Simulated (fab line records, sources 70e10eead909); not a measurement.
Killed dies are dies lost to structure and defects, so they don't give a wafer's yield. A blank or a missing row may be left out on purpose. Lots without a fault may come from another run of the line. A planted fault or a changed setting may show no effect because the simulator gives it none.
fab line records | flow nand_harc | part 1 of 2: steps 1 to 4 of 6
record lots=24 wafers=72 last_day=34
route steps=1302 shown A_CHANNEL_FILL_D2@621 A_STAIRCASE@706
lots that met no fault: from a run of the same line without faults
start_h: hours from the record's first day to the start of the lot's first wafer shown | wait_h: hours since the lot's step before | " the same as in the row above | L1.1+2: a row that stands for several wafers | - no value, or no start given | * or withheld: withheld | < > ~ a bound
route shown NAME@n: a module of which the file shows steps, and the number in the route of the first | usual: mean/standard deviation of fault-free wafers | same: alike in all rows | chamber/n: place in a boat | sites: the reading at each site | _std_site: their standard deviation | _edge_site: outer sites' mean less inner sites' | radius_mm: how far each site lies from the wafer's centre | mask NAME#n: copy n | behind: the tool/chamber that last shaped the wafer | hold: why the lot was held/for how many hours/how that ended | device: the transistor (n, p or np) that didn't switch | end of line: the same wafers' tests at the end of the route | a step without rows: its recipe alone | killed: dies lost to structure and defects at the first sort, not the wafer's yield | map: a wafer's dies, x killed, . not, _ none there
set.NAME: the setting as run; set.NAME@STEP: as run at that earlier step | model.NAME: the simulator's own value behind a step, which no gauge read
steps of the route over a sample of lots; a table a step, a row a wafer
services: from which hour (start_h, from the record's first day; less than 0 if before it) a tool's chamber was out of use, for how many hours, and why
## steps
# step NHARC_A_CHANNEL_FILL_D2_STRIP_28
# recipe time_s=20 o2_flow_sccm=500 ar_flow_sccm=0 bias_w=0 chemistry=O2
# usual drypump_motor_current_A=5.9/0.58 oes_product_au=1.002/0.011 rf_vpp_V=57.8/0.79 showerhead_plenum_p_Torr=3.56/0.15 throttle_valve_pct=17.036/0.0092
# same bias_w=0
# columns lot.wafer tool chamber start_h wait_h drypump_motor_current_A oes_product_au rf_hours_counter_h rf_vpp_V showerhead_plenum_p_Torr throttle_valve_pct
L074.1 rie_diel-06 3 334.88 0.1 6.0 1.003 0 58.3 3.38 17.038
L074.2 " 1 " " 6.2 0.985 1 57.8 3.70 17.038
L074.5 " 0 " " 6.5 1.020 - 57.5 3.70 17.044
L075.3 rie_diel-07 3 334.88 0.1 5.1 0.999 1 57.5 3.76 17.048
L075.6 " 3 " " 5.0 1.009 - 58.1 3.76 17.057
L075.5 " 0 " " 5.1 1.004 - 57.3 3.64 17.047
L076.2 rie_diel-06 2 341.23 0.1 6.7 1.010 1 57.3 3.42 17.034
L076.1 " 3 " " 6.0 1.003 0 57.9 3.38 17.041
L076.3 " 0 " " 6.5 1.010 1 58.4 3.70 17.013
L077.2 rie_diel-06 2 352.05 0.1 6.7 1.017 1 58.7 3.42 17.034
L077.3 " 0 " " 6.5 0.992 1 58.6 3.70 17.038
L077.6 " 2 " " 6.7 1.009 - 57.2 3.42 17.034
L078.4 rie_diel-07 2 377.84 0.1 6.5 0.975 2 58.8 3.55 17.030
L078.2 " 3 " " 5.1 1.011 2 58.1 3.76 17.020
L078.5 " 2 " " 6.5 0.991 - 58.5 3.55 17.047
L079.4 rie_diel-06 0 377.87 0.1 6.5 1.009 2 57.6 3.70 17.029
L079.3 " 2 " " 6.7 1.005 2 57.3 3.42 17.026
L079.5 " 0 " " 6.5 1.010 - 58.6 3.70 17.042
L080.3 rie_diel-07 0 396.55 0.1 5.1 1.004 2 57.0 3.64 17.043
L080.6 " 0 " " 5.1 1.004 - 57.8 3.64 17.030
L080.5 " 1 " " 5.4 1.000 - 58.8 3.44 17.036
L082.1 rie_diel-06 1 396.56 0.1 6.2 0.986 2 57.7 3.70 17.045
L082.6 " 2 " " 6.6 1.013 - 58.1 3.42 17.036
L082.5 " 3 " " 6.0 0.999 - 56.4 3.38 17.032
L081.4 rie_diel-06 0 412.36 0.1 6.4 1.006 3 58.0 3.70 17.037
L081.3 " 1 " " 6.2 0.987 3 58.4 3.70 17.042
L081.1 " 3 " " 6.0 1.002 2 57.4 3.38 17.025
L083.1 rie_diel-07 2 428.27 0.1 6.5 0.976 3 57.5 3.55 17.036
L083.5 " 3 " " 5.0 0.996 - 58.6 3.76 17.036
L083.6 " 0 " " 5.1 1.009 - 58.2 3.64 17.046
L084.3 rie_diel-07 0 435.28 0.1 5.1 1.015 3 57.3 3.64 17.037
L084.1 " 1 " " 5.4 1.012 3 58.1 3.44 17.027
L084.6 " 3 " " 5.1 0.996 - 58.9 3.76 17.034
L085.3 rie_diel-06 2 435.28 0.1 6.6 1.005 4 58.0 3.42 17.036
L085.1 " 0 " " 6.5 1.015 3 57.8 3.70 17.038
L085.5 " 1 " " 6.2 0.988 - 58.5 3.70 17.035
L086.4 rie_diel-06 0 458.50 0.1 6.5 1.006 4 57.3 3.70 17.019
L086.1 " 1 " " 6.2 0.974 4 58.9 3.70 17.024
L086.5 " 1 " " 6.2 0.979 - 59.1 3.70 17.032
L087.1 rie_diel-06 2 473.10 0.1 6.7 1.009 5 57.8 3.42 17.039
L087.2 " 3 " " 5.9 0.992 4 57.0 3.38 17.046
L087.3 " 0 " " 6.5 1.004 4 58.2 3.70 17.047
L088.4 rie_diel-09 1 473.10 0.1 6.4 1.005 23 56.3 3.35 17.035
L088.1 " 3 " " 5.7 0.998 27 57.6 3.49 17.048
L088.5 " 0 " " 5.2 0.998 - 58.6 3.74 17.033
L089.3 rie_diel-07 1 484.47 0.1 5.4 1.002 0 57.0 3.44 17.042
L089.6 " 1 " " 5.4 1.008 - 56.4 3.44 17.033
L089.5 " 3 " " 5.1 1.012 - 60.0 3.76 17.043
L091.1 rie_diel-09 3 484.49 0.1 5.7 1.002 29 57.0 3.49 17.023
L091.6 " 1 " " 6.4 1.008 - 56.9 3.35 17.028
L091.5 " 2 " " 6.0 1.010 - 57.5 3.27 17.044
L090.1 rie_diel-07 2 488.61 0.1 6.5 1.007 0 58.0 3.55 17.027
L090.2 " 3 " " 5.1 1.017 0 58.6 3.76 17.034
L090.3 " 0 " " 5.1 0.993 0 57.3 3.64 17.021
L092.1 rie_diel-07 1 500.92 0.1 5.4 1.005 1 57.2 3.44 17.032
L092.2 " 3 " " 5.1 1.011 1 57.9 3.76 17.041
L092.5 " 2 " " 6.5 1.005 - 58.7 3.55 17.034
L094.3 rie_diel-06 1 527.15 0.1 6.2 1.002 1 58.5 3.70 17.052
L094.1 " 3 " " 5.9 0.996 1 58.2 3.38 17.040
L094.4 " 0 " " 6.5 1.005 - 57.5 3.70 17.040
L095.1 rie_diel-07 0 527.16 0.1 5.1 0.995 2 59.0 3.64 17.026
L095.3 " 1 " " 5.4 1.022 2 58.2 3.44 17.033
L095.4 " 1 " " 5.4 1.015 - 56.8 3.44 17.047
L093.4 rie_diel-06 2 531.82 0.1 6.6 1.002 1 56.4 3.42 17.028
L093.2 " 1 " " 6.2 0.996 1 58.5 3.70 17.035
L093.6 " 3 " " 5.9 0.995 - 56.9 3.38 17.028
L096.1 rie_diel-06 2 542.82 0.1 6.6 1.012 1 59.2 3.42 17.053
L096.4 " 1 " " 6.2 0.999 1 57.6 3.70 17.041
L096.6 " 2 " " 6.6 1.013 - 56.9 3.42 17.029
L097.1 rie_diel-09 0 556.62 0.1 5.2 1.011 6 58.1 3.73 17.031
L097.2 " 2 " " 6.0 0.991 7 59.3 3.80 17.040
L097.5 " 0 " " 5.2 1.007 - 58.9 3.73 17.028
# step NHARC_A_STAIRCASE_ETCH_192
# recipe target_depth_a=1000 time_s=40.5 ion_energy_ev=400 c4f8_flow_sccm=20 o2_flow_sccm=10 ar_flow_sccm=withheld rf_w=600 bias_w=1000 chemistry=C4F8/O2
# usual bias_w=1000/3 oes_product_au=0.942/0.009 rf_vpp_V=896/6
# columns lot.wafer tool chamber start_h wait_h bias_w oes_product_au rf_hours_counter_h rf_vpp_V
L075.3 rie_diel-08 2 - - 998 0.954 65 897
L075.6 " 0 " " 998 0.941 - 885
L075.5 " 1 " " 999 0.957 - 894
L074.1 rie_diel-11 0 - - 997 0.933 38 889
L074.2 " 2 " " 1000 0.937 37 893
L074.5 " 0 " " 1002 0.944 - 888
L076.1 rie_diel-11 0 - - 1001 0.931 41 888
L076.3 " 1 " " 995 0.947 40 893
L076.2 " 2 " " 1000 0.957 39 894
L077.2 rie_diel-13 3 - - 1002 0.928 8 898
L077.3 " 0 " " 995 0.943 7 897
L077.6 " 0 " " 998 0.935 - 897
L078.2 rie_diel-08 3 - - 998 0.960 13 905
L078.4 " 1 " " 998 0.943 10 893
L078.5 " 2 " " 994 0.953 - 897
L079.4 rie_diel-08 3 - - 1000 0.950 15 904
L079.3 " 2 " " 999 0.948 15 896
L079.5 " 0 " " 1002 0.947 - 906
L082.1 rie_diel-11 0 - - 1004 0.942 56 888
L082.5 " 0 " " 1001 0.935 - 888
L082.6 " 1 " " 1002 0.936 - 894
L080.3 rie_diel-13 3 - - 1004 0.952 20 898
L080.5 " 0 " " 995 0.938 - 895
L080.6 " 1 " " 1003 0.941 - 889
L081.3 rie_diel-13 1 - - 1000 0.956 31 886
L081.4 " 2 " " 1001 0.949 30 905
L081.1 " 0 " " 1002 0.948 28 896
L083.1 rie_diel-13 3 - - 1005 0.937 30 898
L083.5 " 0 " " 1008 0.936 - 895
L083.6 " 1 " " 999 0.956 - 888
L085.1 rie_diel-11 0 - - 996 0.951 4 888
L085.3 " 1 " " 1001 0.945 4 893
L085.5 " 2 " " 993 0.942 - 893
L084.1 rie_diel-08 3 - - 996 0.939 31 904
L084.3 " 1 " " 1004 0.951 30 891
L084.6 " 1 " " 1000 0.941 - 892
L086.4 rie_diel-13 2 - - 999 0.942 42 906
L086.1 " 0 " " 1002 0.951 35 896
L086.5 " 2 " " 1001 0.954 - 905
L087.1 rie_diel-13 3 - - 1003 0.946 42 897
L087.2 " 0 " " 1001 0.943 41 896
L087.3 " 1 " " 1002 0.932 47 888
L088.1 rie_diel-11 2 - - 1003 0.931 21 892
L088.4 " 3 " " 1000 0.929 20 899
L088.5 " 1 " " 998 0.943 - 892
L091.1 rie_diel-08 3 - - 1004 0.931 45 904
L091.6 " 3 " " 1001 0.939 - 903
L091.5 " 0 " " 1002 0.957 - 905
L089.3 rie_diel-11 2 - - 1002 0.939 24 893
L089.6 " 3 " " 996 0.950 - 897
L089.5 " 0 " " 996 0.937 - 886
L090.2 rie_diel-08 2 - - 997 0.932 47 897
L090.3 " 3 " " 996 0.925 49 904
L090.1 " 1 " " 995 0.946 51 892
L092.1 rie_diel-13 0 - - 998 0.933 2 895
L092.2 " 2 " " 1002 0.946 1 905
L092.5 " 3 " " 997 0.940 - 896
L095.1 rie_diel-13 1 - - 996 0.952 9 888
L095.4 " 2 " " 995 0.948 7 904
L095.3 " 0 " " 1005 0.946 9 894
L094.1 rie_diel-08 3 - - 993 0.938 1 905
L094.3 " 0 " " 997 0.937 1 904
L094.4 " 3 " " 1001 0.935 - 904
L093.4 rie_diel-11 2 - - 1000 0.937 41 893
L093.2 " 1 " " 1002 0.942 41 892
L093.6 " 3 " " 998 0.941 - 897
L096.1 rie_diel-13 1 - - 1000 0.939 15 886
L096.6 " 1 " " 994 0.948 - 887
L096.4 " 2 " " 999 0.934 - 905
L097.2 rie_diel-11 3 - - 1000 0.929 48 897
L097.1 " 0 " " 998 0.936 48 887
L097.5 " 1 " " 1002 0.922 - 892
# step NHARC_A_STAIRCASE_TRIM_222
# recipe time_s=211.2 o2_flow_sccm=500 ar_flow_sccm=0 bias_w=0 chemistry=O2
# usual drypump_motor_current_A=6.0/0.5 oes_product_au=1.001/0.0095 rf_vpp_V=57.8/0.91 showerhead_plenum_p_Torr=3.52/0.15 throttle_valve_pct=17.036/0.0092
# same bias_w=0
# columns lot.wafer tool chamber start_h wait_h drypump_motor_current_A oes_product_au rf_hours_counter_h rf_vpp_V showerhead_plenum_p_Torr throttle_valve_pct
L075.3 rie_diel-11 1 - - 6.2 0.999 38 57.9 3.45 17.039
L075.5 " 1 " " 6.2 0.997 - 57.4 3.45 17.034
L075.6 " 2 " " 6.6 1.004 - 57.4 3.48 17.046
L074.1 rie_diel-11 1 - - 6.2 1.002 39 58.5 3.45 17.051
L074.2 " 2 " " 6.6 1.007 38 58.0 3.48 17.043
L074.5 " 0 " " 6.2 0.979 - 56.6 3.32 17.056
L076.3 rie_diel-13 3 - - 5.8 0.990 4 56.9 3.58 17.032
L076.2 " 0 " " 5.1 0.998 4 59.0 3.51 17.050
L076.1 " 2 " " 6.0 1.008 4 57.8 3.81 17.034
L077.2 rie_diel-11 0 - - 6.2 1.005 42 57.8 3.32 17.022
L077.3 " 1 " " 6.2 1.006 42 57.7 3.45 17.033
L077.6 " 3 " " 6.1 1.000 - 57.5 3.58 17.045
L078.2 rie_diel-11 2 - - 6.6 1.018 52 57.9 3.47 17.042
L078.4 " 3 " " 6.1 1.014 52 57.9 3.57 17.032
L078.5 " 2 " " 6.6 1.006 - 58.5 3.47 17.035
L079.3 rie_diel-11 3 - - 6.1 0.999 54 58.4 3.57 17.043
L079.4 " 2 " " 6.6 0.999 53 57.4 3.47 17.026
L079.5 " 3 " " 6.1 0.997 - 59.0 3.57 17.032
L082.1 rie_diel-13 0 - - 5.1 1.009 19 57.6 3.50 17.047
L082.5 " 3 " " 5.8 1.011 - 59.1 3.57 17.035
L082.6 " 0 " " 5.1 0.996 - 57.9 3.50 17.040
L080.3 rie_diel-11 1 - - 6.2 1.007 56 57.7 3.44 17.041
L080.6 " 2 " " 6.6 1.003 - 58.0 3.47 17.037
L080.5 " 3 " " 6.1 1.001 - 58.3 3.57 17.035
L081.3 rie_diel-13 3 - - 5.8 0.996 28 57.4 3.56 17.031
L081.1 " 1 " " 6.7 1.002 32 55.7 3.32 17.027
L081.4 " 2 " " 6.0 1.012 31 58.9 3.79 17.046
L083.1 rie_diel-11 0 - - 6.2 1.016 4 58.0 3.31 17.040
L083.6 " 3 " " 6.1 1.002 - 58.3 3.57 17.037
L083.5 " 0 " " 6.2 1.003 - 58.0 3.31 17.039
L085.1 rie_diel-13 1 - - 6.6 1.010 36 57.3 3.31 17.031
L085.3 " 0 " " 5.1 1.006 33 57.4 3.49 17.050
L085.5 " 2 " " 6.0 1.017 - 58.4 3.79 17.022
L084.3 rie_diel-08 3 - - 6.3 0.994 32 60.8 3.75 17.023
L084.1 " 1 " " 6.5 1.009 31 56.9 3.44 17.033
L084.6 " 1 " " 6.5 1.010 - 57.4 3.44 17.025
L086.4 rie_diel-13 2 - - 6.0 0.995 42 57.9 3.78 17.032
L086.1 " 3 " " 5.9 1.004 39 57.2 3.56 17.033
L086.5 " 2 " " 6.1 1.003 - 58.4 3.78 17.027
L087.1 rie_diel-11 1 - - 6.2 1.002 19 56.9 3.43 17.032
L087.3 " 2 " " 6.6 1.003 21 56.7 3.46 17.017
L087.2 " 3 " " 6.1 0.987 21 58.5 3.56 17.042
L088.1 rie_diel-13 2 - - 6.0 1.016 47 58.7 3.78 17.042
L088.4 " 0 " " 5.1 0.995 42 56.9 3.49 17.040
L088.5 " 1 " " 6.7 1.001 - 56.3 3.31 17.035
L091.1 rie_diel-13 1 - - 6.7 1.000 52 55.9 3.30 17.034
L091.6 " 1 " " 6.6 0.985 - 57.6 3.31 17.039
L091.5 " 2 " " 6.0 1.016 - 57.6 3.78 17.028
L089.3 rie_diel-08 2 - - 5.5 0.996 46 58.7 3.54 17.043
L089.5 " 1 " " 6.5 1.015 - 56.7 3.43 17.028
L089.6 " 2 " " 5.5 0.997 - 58.0 3.54 17.029
L090.1 rie_diel-11 1 - - 6.2 1.001 25 57.1 3.42 17.028
L090.3 " 2 " " 6.6 0.989 28 56.9 3.46 17.055
L090.2 " 3 " " 6.1 0.992 27 59.4 3.55 17.023
L092.2 rie_diel-13 2 - - 6.0 1.017 2 58.3 3.78 17.021
L092.1 " 0 " " 5.1 0.991 3 57.6 3.49 17.037
L092.5 " 1 " " 6.7 1.010 - 56.8 3.30 17.047
L095.4 rie_diel-13 0 - - 5.1 0.985 10 57.9 3.48 17.032
L095.3 " 1 " " 6.6 1.001 10 57.3 3.30 17.049
L095.1 " 3 " " 5.8 0.990 8 59.9 3.55 17.022
L094.3 rie_diel-08 0 - - 4.8 1.003 2 58.4 3.77 17.033
L094.1 " 2 " " 5.5 1.015 3 59.3 3.53 17.028
L094.4 " 0 " " 4.9 1.004 - 57.3 3.77 17.031
L093.2 rie_diel-13 2 - - 6.0 1.007 10 57.9 3.77 17.025
L093.4 " 1 " " 6.7 1.010 12 59.0 3.30 17.030
L093.6 " 2 " " 6.0 1.013 - 58.7 3.77 17.024
L096.4 rie_diel-08 2 - - 5.5 1.005 9 57.8 3.53 17.035
L096.1 " 0 " " 4.8 0.990 10 57.8 3.77 17.039
L096.6 " 2 " " 5.5 1.008 - 58.7 3.53 17.037
L097.1 rie_diel-13 2 - - 6.0 1.002 21 59.2 3.77 17.036
L097.2 " 1 " " 6.7 1.014 23 56.9 3.29 17.038
L097.5 " 2 " " 6.0 0.994 - 58.8 3.77 17.014
# step NHARC_A_STAIRCASE_STRIP_254
# recipe power_w=1500 temp_c=250 chemistry=O2
# usual drypump_motor_current_A=5.6/0.52 heater_power_w=316/15
# columns lot.wafer tool chamber start_h wait_h drypump_motor_current_A heater_power_w rf_hours_counter_h
L075.3 plasma_asher-02 0 372.99 - 5.0 312 -
L075.5 " 1 " " 5.2 295 -
L075.6 " 0 " " 5.0 321 -
L074.1 plasma_asher-01 0 373.82 - 5.7 314 5
L074.2 " 1 " " 6.3 323 5
L074.5 " 0 " " 5.7 319 -
L076.2 plasma_asher-01 1 380.45 - 6.4 326 6
L076.1 " 0 " " 5.7 318 6
L076.3 " 0 " " 5.7 317 -
L077.2 plasma_asher-02 0 395.25 - 5.0 307 30
L077.3 " 1 " " 5.2 299 -
L077.6 " 0 " " 5.0 303 -
L078.2 plasma_asher-01 0 415.60 - 5.7 315 13
L078.4 " 1 " " 6.4 317 -
L078.5 " 0 " " 5.7 322 -
L079.3 plasma_asher-01 1 421.37 - 6.3 317 -
L079.4 " 0 " " 5.7 312 -
L079.5 " 0 " " 5.7 316 -
L082.1 plasma_asher-01 0 436.67 - 5.7 320 17
L082.6 " 0 " " 5.7 313 -
L082.5 " 1 " " 6.3 323 -
L080.3 plasma_asher-01 0 437.93 - 5.7 318 -
L080.6 " 0 " " 5.7 324 -
L080.5 " 1 " " 6.3 322 -
L081.1 plasma_asher-02 1 457.06 - 5.2 295 5
L081.3 " 1 " " 5.2 297 -
L081.4 " 0 " " 5.0 297 -
L083.1 plasma_asher-01 0 466.71 - 5.7 326 24
L083.6 " 1 " " 6.4 317 -
L083.5 " 0 " " 5.7 321 -
L085.1 plasma_asher-02 0 473.05 - 5.0 302 9
L085.3 " 0 " " 5.0 302 -
L085.5 " 1 " " 5.2 298 -
L084.1 plasma_asher-02 0 474.25 - 5.0 303 10
L084.3 " 1 " " 5.2 307 -
L084.6 " 0 " " 5.0 305 -
L086.1 plasma_asher-01 1 496.79 - 6.3 319 29
L086.4 " 1 " " 6.3 322 -
L086.5 " 0 " " 5.7 327 -
L087.2 plasma_asher-01 1 511.79 - 6.4 310 32
L087.1 " 0 " " 5.7 320 32
L087.3 " 0 " " 5.7 312 -
L088.1 plasma_asher-02 1 512.82 - 5.2 303 17
L088.4 " 1 " " 5.2 307 -
L088.5 " 1 " " 5.2 308 -
L091.1 plasma_asher-02 1 522.49 - 5.2 299 21
L091.5 " 0 " " 5.0 301 -
L091.6 " 1 " " 5.2 303 -
L089.3 plasma_asher-02 1 523.14 - 5.2 315 -
L089.6 " 0 " " 5.0 290 -
L089.5 " 1 " " 5.2 294 -
L090.1 plasma_asher-02 0 530.65 - 5.0 294 24
L090.2 " 1 " " 5.2 295 24
L090.3 " 1 " " 5.2 304 -
L092.1 plasma_asher-01 0 539.61 - 5.7 330 2
L092.2 " 1 " " 6.3 346 2
L092.5 " 0 " " 5.7 343 -
L095.1 plasma_asher-01 1 565.22 - 6.3 347 9
L095.4 " 1 " " 6.3 341 -
L095.3 " 0 " " 5.7 330 -
L094.1 plasma_asher-01 0 566.11 - 5.7 332 9
L094.4 " 0 " " 5.7 337 -
L094.3 " 1 " " 6.3 351 -
L093.2 plasma_asher-01 0 571.02 - 5.7 338 10
L093.4 " 0 " " 5.7 332 -
L093.6 " 1 " " 6.3 345 -
L096.1 plasma_asher-01 1 587.11 - 6.3 345 14
L096.4 " 0 " " 5.7 335 -
L096.6 " 1 " " 6.3 338 -
L097.1 plasma_asher-02 1 595.88 - 5.2 297 36
L097.2 " 0 " " 4.9 309 36
L097.5 " 0 " " 5.0 296 -
